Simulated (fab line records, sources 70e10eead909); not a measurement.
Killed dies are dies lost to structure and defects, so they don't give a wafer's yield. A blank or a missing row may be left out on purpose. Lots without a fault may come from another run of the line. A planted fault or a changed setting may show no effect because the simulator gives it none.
Chamber matching | flow nand_harc | NHARC_A_STAIRCASE_ETCH_169 on rie_diel-07: 4 sister chambers
The step etches the open film in CH3F/O2, target depth 50 nm, time 107.1 s. 4 wafers are shown with their chamber, then 9 later ones without.

WAFERS WITH THEIR CHAMBER
wafer  | chamber | drypump_motor_current_A (A)
L085.4 | 0       | 6.3
L086.1 | 1       | 5.7
L086.4 | 2       | 6.6
L086.5 | 3       | 5.3

WAFERS WITHOUT THEIR CHAMBER
wafer  | drypump_motor_current_A (A)
L092.3 | 6.7
L092.5 | 6.3
L092.6 | 5.4
L094.1 | 5.4
L094.2 | 6.3
L094.3 | 5.7
L093.1 | 6.3
L093.2 | 6.6
L093.3 | 5.4

WHICH CHAMBER EACH WENT THROUGH
wafer  | from the rows above | in truth
L092.3 | 2                   | 2
L092.5 | 0                   | 0
L092.6 | 3                   | 3
L094.1 | 3                   | 3
L094.2 | 0                   | 0
L094.3 | 1                   | 1
L093.1 | 0                   | 0
L093.2 | 2                   | 2
L093.3 | 3                   | 3
Placed correctly: 9 of 9. Can't be placed from these rows: 0. Placed wrongly: 0.
How it was worked out, from the rows above alone: a wafer's distance from a chamber is the root of the sum, over the readings, of the square of ((its reading less the chamber's mean) divided by the reading's scatter). The wafer belongs to the nearest chamber; if the next one is less than 2 further off, it can't be placed. A chamber's mean is the mean of its shown wafers. The scatter: with one shown wafer a chamber, the root of the mean of the squares of how far each hidden wafer lies from its nearest shown one.
